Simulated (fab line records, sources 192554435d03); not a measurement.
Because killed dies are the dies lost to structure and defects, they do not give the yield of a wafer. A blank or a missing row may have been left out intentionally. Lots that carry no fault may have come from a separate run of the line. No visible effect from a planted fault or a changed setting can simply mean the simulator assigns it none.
fab line records	flow n5Finfet
record lots=4	wafers=12	lastDay=19
route steps=1938 shown BEOL_M14@1718 PASSIVATION@1936
lots untouched by any fault: they come from a run of this same line in which no faults occurred
startH: hours from the record's opening day to when the first of the lot's shown wafers began	waitH: how many hours have passed since the lot's step before this one	" identical to the entry in the row above	L1.1+2: a row that stands for several wafers	- no value present, or no start provided	* or withheld: withheld	< > ~ a bound
route shown NAME@n: NAME is a module with steps in the file, n the number in the route of the first one	usual: average and standard deviation across the fault-free wafers	same: alike in all rows	chamber/n: place in a boat	sites: per-site readings	_std_site: how widely they spread, as a standard deviation	_edge_site: the outer-site mean with the inner-site mean subtracted	radiusMm: how far each site lies from the wafer's centre	mask NAME#n: copy n	behind: the last tool/chamber to shape the wafer	hold: why the lot was held/for how many hours/how that ended	device: names the non-switching transistor (n, p or np)	end of line: tests run on the same wafers once the route is complete	for a step that has no rows: nothing shown but its recipe	killed: at the first sort, the dies lost to defects and structure; wafer yield is something else	map: shows each die of a wafer: x if killed, . if not, _ if none is there
set.NAME: the setting that was run; set.NAME@STEP: the one run at that earlier step	model.NAME: the simulator's own value behind a step, which no gauge read
lots at selected steps of the route; one table per step, one row per wafer
services: a tool's chamber out of use, with start hour (startH, from the record's first day; less than 0 if before it), hours out, and reason
## steps
# step N5_BEOL_M14_COAT_58
# recipe resist=BARC	tempC=205	timeS=60	spinRpm=1500	resistThkNm=89
# step N5_BEOL_M14_COAT_04
# recipe spinRpm=1704	resistThkNm=800
# step N5_BEOL_M14_EBR_06
# recipe solvent=PGMEA	ebrWidthMm=1.5
# step N5_BEOL_M14_SOFTBAKE_05
# recipe tempC=130	timeS=60
# step N5_BEOL_M14_EXPOSE_07
# recipe maskId=V13	na=0.8	sourceShape=annular	sigmaInner=0.5	sigmaOuter=0.8	polarization=unpolarized	attpsmPhaseDeg=180	doseMj=57
# step N5_BEOL_M14_PEB_08
# recipe pebTempC=130	pebTimeS=90
# step N5_BEOL_M14_DEVELOP_09
# recipe developTimeS=45	rinseLiquid=diw	dry=airSpin	devTempC=21
# step N5_BEOL_M14_HARDBAKE_14
# recipe tempC=130	timeS=120
# step N5_BEOL_M14_DESCUM_15
# recipe chemistry=O2	timeS=7.9	sourcePowerW=50	biasPowerW=20	pressureMtorr=20	rfFrequencyHz=2.712e+07	tempC=40	o2FlowSccm=225
# step N5_BEOL_M14_ETCH_59
# recipe chemistry=N2/H2	target=BARC	targetDepthA=890	overetchA=267	timeS=67.9	ionEnergyEv=200	pressureMtorr=30	sourceW=840	biasW=150	n2FlowSccm=200	h2FlowSccm=200
# usual chamberPressureMTorr=29.999/0.028	drypumpMotorCurrentA=5.9/0.43	oesProductAu=0.66/0.067	rfVppV=523.9/2.1	showerheadPlenumPTorr=2.54/0.074	throttleValvePct=17.87/0.15
lot.wafer	tool	chamber	startH	waitH	chamberPressureMTorr	drypumpMotorCurrentA	oesProductAu	rfHoursCounterH	rfVppV	showerheadPlenumPTorr	throttleValvePct
L380.3	rieDiel-03	0	271.38	0.0	29.966	6.1	0.59	204	523.1	2.49	18.03
L380.4	"	2	"	"	29.997	5.4	0.60	212	524.8	2.54	17.90
L380.5	"	3	"	"	30.050	6.3	0.69	-	520.3	2.45	17.49
L381.1	rieDiel-06	1	275.44	0.0	30.050	6.5	0.79	12	527.1	2.61	17.88
L381.5	"	2	"	"	29.961	5.4	0.62	-	523.9	2.52	17.90
L381.6	"	3	"	"	30.006	5.3	0.69	-	524.1	2.57	17.81
L401.3	rieDiel-06	3	396.73	0.0	30.018	5.3	0.65	116	524.7	2.55	17.89
L401.4	"	0	"	"	30.023	5.7	0.61	203	527.5	2.61	17.84
L401.6	"	1	"	"	30.009	6.5	0.71	-	525.0	2.58	17.95
L400.1	rieDiel-06	3	420.95	0.0	29.958	5.3	0.65	123	523.7	2.55	17.89
L400.2	"	1	"	"	30.008	6.5	0.69	71	524.0	2.58	17.98
L400.3	"	0	"	"	29.979	5.7	0.60	214	525.4	2.60	17.85
# step N5_BEOL_M14_VIA_ETCH_16
# recipe chemistry=C4F8/O2/Ar	target=SiO2	heInnerTorr=15	heOuterTorr=30	targetDepthA=12313	timeS=withheld	ionEnergyEv=800	pressureMtorr=20	sourceW=1905	biasW=2040	Ar_flow_sccm=400	C4F8_flow_sccm=16	O2_flow_sccm=12	ends=cleared
# step N5_BEOL_M14_STRIP_63
# recipe chemistry=O2	powerW=600	tempC=60	pressureMtorr=30	rfFrequencyHz=6e+07	biasPowerW=0	overashFraction=0.3	o2FlowSccm=225
# step N5_BEOL_M14_STRIP_64
# recipe chemistry=O2	powerW=600	tempC=60	pressureMtorr=30	rfFrequencyHz=6e+07	biasPowerW=0	overashFraction=0.3	o2FlowSccm=225
# step N5_BEOL_M14_STRIP_71
# recipe chemistry=postEtchResidueRemover	timeS=60	tempC=25	removerPh=withheld	removerWaterWtPct=withheld	removerFluorideWtPct=withheld
# step N5_BEOL_M14_SRD_72
# recipe timeS=30	tempC=23	rinseLiquid=diw	dry=n2Spin	spinRpm=1500	dryTimeS=30
# step N5_BEOL_M14_COAT_65
# recipe resist=SOC	tempC=250	timeS=60	spinRpm=1500	resistThkNm=450
# step N5_BEOL_M14_COAT_66
# recipe resist=SiARC	tempC=220	timeS=60	spinRpm=1500	resistThkNm=110
# step N5_BEOL_M14_COAT_22
# recipe spinRpm=2888	resistThkNm=300
# step N5_BEOL_M14_EBR_24
# recipe solvent=PGMEA	ebrWidthMm=1.5
# step N5_BEOL_M14_SOFTBAKE_23
# recipe tempC=130	timeS=60
# step N5_BEOL_M14_EXPOSE_25
# recipe maskId=M14	na=0.8	sourceShape=annular	sigmaInner=0.5	sigmaOuter=0.8	polarization=unpolarized	targetCdNm=280	doseMj=26.6
# step N5_BEOL_M14_PEB_26
# recipe pebTempC=130	pebTimeS=90
# step N5_BEOL_M14_DEVELOP_27
# recipe developTimeS=45	rinseLiquid=diw	dry=airSpin	devTempC=21
# step N5_BEOL_M14_HARDBAKE_32
# recipe tempC=130	timeS=120
# step N5_BEOL_M14_INSPECT_30
# recipe mode=adi	inspectInstrument=macro
# usual rawDefectCount=2.1/1.4
lot.wafer	tool	chamber	startH	waitH	rawDefectCount
L380.3	defectInspect-01	-	272.17	0.0	3
L380.4	"	-	"	"	2
L380.5	"	-	"	"	0
L381.1	defectInspect-02	-	276.34	0.0	4
L381.5	"	-	"	"	3
L381.6	"	-	"	"	4
L401.3	defectInspect-01	-	397.63	0.0	>300
L401.4	"	-	"	"	>300
L401.6	"	-	"	"	>300
L400.1	defectInspect-02	-	421.73	0.0	>300
L400.2	"	-	"	"	>300
L400.3	"	-	"	"	>300
# step N5_BEOL_M14_DESCUM_33
# recipe chemistry=O2	timeS=7.9	sourcePowerW=50	biasPowerW=20	pressureMtorr=20	rfFrequencyHz=2.712e+07	tempC=40	o2FlowSccm=225
# step N5_PASSIVATION_PROBE_49
# usual defectLimitedYield=91.5/1.7	killed_at_M0_to_M3=33/11	killed_at_M4_up=13/5.2	killedAtContacts=11/5.7	killedAtFrontEnd=39/11	killedAtOther=4/3	killedDies=101/20	killedOpen=66/15	killedShort=33/8.4	sort_bin_5_function=5.0/1.1	sort_bin_6_memory=3.2/0.69	sort_bin_8_speed=0.1/0.52	sortNPass=1078/20	sortYieldPct=91.4/1.7
# same grossDies=1180	killedAtBackSide=0	sort_bin_4_leakage[%]=0
lot.wafer	tool	chamber	startH	waitH	defectLimitedYield[%]	killed_at_M0_to_M3	killed_at_M4_up	killedAtContacts	killedAtFrontEnd	killedAtOther	killedDies	killedOpen	killedShort	sort_bin_5_function[%]	sort_bin_6_memory[%]	sort_bin_8_speed[%]	sortNPass	sortYieldPct[%]
L401.3	prober-02	-	419.49	0.1	78.9	55	142	7	43	2	249	98	36	14.6	4.5	0	931	78.9
L401.4	prober-02	-	419.54	0.2	88.4	28	70	6	32	1	137	53	28	7.3	3.1	0	1043	88.4
L401.6	prober-02	-	419.64	0.3	85.3	33	80	17	40	4	174	69	36	9.1	3.7	0.6	999	84.7
L400.1	prober-02	-	447.81	0.0	83.7	22	116	11	37	6	192	51	33	9.9	4.5	0	988	83.7
L400.2	prober-02	-	447.86	0.1	87.2	29	81	12	27	2	151	51	29	7.7	3.7	0	1029	87.2
L400.3	prober-02	-	447.91	0.1	86.0	16	67	13	68	1	165	74	23	7.8	4.0	0	1015	86.0
# killed by level:class
L401.3 BEOL_M14:unspecified=114 BEOL_M2:geometricParticle:open=14 BEOL_M4:geometricParticle:open=12 BEOL_M1:geometricParticle:open=11 FIN_SAQP:geometricParticle:short=8 STI_FIN_REVEAL:geometricParticle:open=8 BEOL_M0_SAQP:geometricParticle:short=8 BEOL_M3:geometricParticle:open=8
L401.4 BEOL_M14:unspecified=56 FIN_SAQP:geometricParticle:short=8 BEOL_M0_SAQP:geometricParticle:open=8 FIN_SAQP:geometricParticle:open=7 STI_FIN_REVEAL:geometricParticle:open=6 BEOL_M0_SAQP:geometricParticle:short=6 BEOL_M2:geometricParticle:open=6 MOL_CONTACT_COAG:geometricParticle:open=5
L401.6 BEOL_M14:unspecified=67 FIN_SAQP:geometricParticle:open=13 MOL_CONTACT_COAG:geometricParticle:open=10 BEOL_M2:geometricParticle:open=8 STI_FIN_REVEAL:geometricParticle:open=7 BEOL_M1:geometricParticle:open=7 BEOL_M5:geometricParticle:open=6 MOL_CONTACT_COAG:geometricParticle:short=5
L400.1 BEOL_M14:unspecified=103 MOL_CONTACT_COAG:geometricParticle:open=10 FIN_SAQP:geometricParticle:open=9 FIN_SAQP:geometricParticle:short=9 STI_FIN_REVEAL:geometricParticle:open=7 BEOL_M3:geometricParticle:short=5 BEOL_M2:geometricParticle:open=4 BEOL_M4:geometricParticle:open=4
L400.2 BEOL_M14:unspecified=68 MOL_CONTACT_COAG:geometricParticle:open=9 FIN_SAQP:geometricParticle:open=6 STI_FIN_REVEAL:geometricParticle:open=6 BEOL_M1:geometricParticle:short=6 BEOL_M3:geometricParticle:open=6 BEOL_M0:geometricParticle:open=5 BEOL_M0:geometricParticle:short=5
L400.3 BEOL_M14:unspecified=56 FIN_SAQP:geometricParticle:open=21 MOL_CONTACT_COAG:geometricParticle:open=13 STI_FIN_REVEAL:geometricParticle:open=10 HKMG_FIN:areaEtch=10 FIN_SAQP:geometricParticle:short=7 DUMMY_GATE:geometricParticle:open=6 GATE_CUT:geometricParticle:short=4
# map L400.1 (x killed, . not)
_________________.xx.........________________
______________.......xxxx...x..._____________
___________x....xxx..xxx..x..x.....__________
__________.......xxxxxxx....xx......_________
________.x..x...xxxxxxxxxxxx....x....._______
_______......x.xxxxxxxxxxxx.xx.........______
______........xxxxxxxxxxxxxx.x.......x.._____
_____..x.x.....xxxxxxxxxxx..x....x.x..x..____
____............xxxxxxxxxxx..x............___
___.......x....xx.xxxxxxx..................__
___..............xxxxxxx.x.x...............__
__.........x....x....x...................xx._
__.........x..........x.x.x.....x.........x._
_...................x.....x..x.x.............
_......x.....x.............x..............x..
_.....x........x...............x.....x......x
_..............x............xx...............
_x.................x.........x...............
_..x.................xxx.....................
_...............x...........x.......x........
_........................x...x...............
__..x...........................x..xx....x.._
__.............................x...x......x._
___x......x.............x..................__
___.x...x.........x..........x.......x.....__
____..x..xx....x......x.........x.........___
_____..................................x.____
______.........................x........_____
_______........x.......................______
________.....x.......x......x........._______
__________........................x._________
___________...........x............__________
______________x.........x......._____________
_________________......x....x________________
# map L401.3 (x killed, . not)
_________________.xxx..x..x..________________
______________.xxxxxxxxx........_____________
___________....x..xxxxxxx..........__________
__________..xx.xxxxxxxx.x.xx.....x.._________
________.......xxxxxxxxxxxxx.........._______
_______.....x..x.xxxxxxxxxxx....x.x.xx.______
______.x.xx...xxxxxxxxxxxxxx...x........_____
_____.x...x..x.xxxxxxxxxxxxx.......x.....____
____.......x...xxxxxxxxxxxxxx.....x..x....___
___...x.......x..xxxxxxxxxx................__
___.x........x.......xxxx.........x........__
__..x...x........xx..xx.x..................._
__x...............x....x.....x.............x_
_...x...x.....x.....x..x....x......x.....x..x
_...........x.x..x..................x..x.....
_x..x.......................x..xx............
_x...........x..x...x.........x..............
_..x..xx.x......x.x....x..x.....x....x.......
_.............................x..............
_......x........................xx.x........x
_........xx.......x.x....x...................
__......x.........x........................x_
__...........xx.......x.........x...x......._
___.................xx.....x...xxx...xx.x.x__
___..x.....x.x...........xx...x............__
____.......x..............................___
_____x...x....x......x.xx........x.....x.____
______...............x....x.........x..._____
_______..xx....x..x...x........x.......______
________........x..x..........x...x..._______
__________...............x.........._________
___________......x..............xx.__________
______________.............xx..._____________
_________________..x...x....x________________
## services
tool	chamber	startH	hours	kind
rieDiel-06	3	307.81	6.7	repair
rieDiel-06	2	338.04	-	clean
rieDiel-06	2	338.04	-	consumableReplace:focusRing
rieDiel-06	2	338.04	18.1	scheduledDown
rieDiel-06	2	338.04	18.1	ventCycle
rieDiel-06	2	359.48	33.0	repair
rieDiel-03	2	395.26	-	clean
rieDiel-03	2	395.26	-	consumableReplace:focusRing
rieDiel-03	2	395.26	34.9	scheduledDown
rieDiel-03	2	395.26	34.9	ventCycle
rieDiel-06	3	402.89	5.8	repair
rieDiel-06	2	409.65	23.8	repair
## key
firstSign step=N5_BEOL_M14_INSPECT_30	reading=rawDefectCount	direction=up	sigmas=99+	usual=2.1	struck=>300
effect step=N5_PASSIVATION_PROBE_49	reading=killed_at_M4_up	direction=up	sigmas=15	usual=13	struck=93
moreKillsBornAt N5_BEOL_M14_ETCH_59@rieDiel-06=464
metAt N5_BEOL_M14_ETCH_59
struckWafers L400.1,L400.2,L400.3,L401.3,L401.4,L401.6
baselineLoss step=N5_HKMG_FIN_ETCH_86	wafers=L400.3
onsetBetween 275.44 396.73
alsoFits time
fault kind=chamberParticleSource	tool=rieDiel-06	chamber=-	onsetH=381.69	steps=N5_BEOL_M14_ETCH_59	ratePerVisitCm2=0.62031	endH=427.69
# baselineLoss: these wafers lose ten dies or more at that step, a loss of the line's own and not of a fault; the sort's usual values leave them out
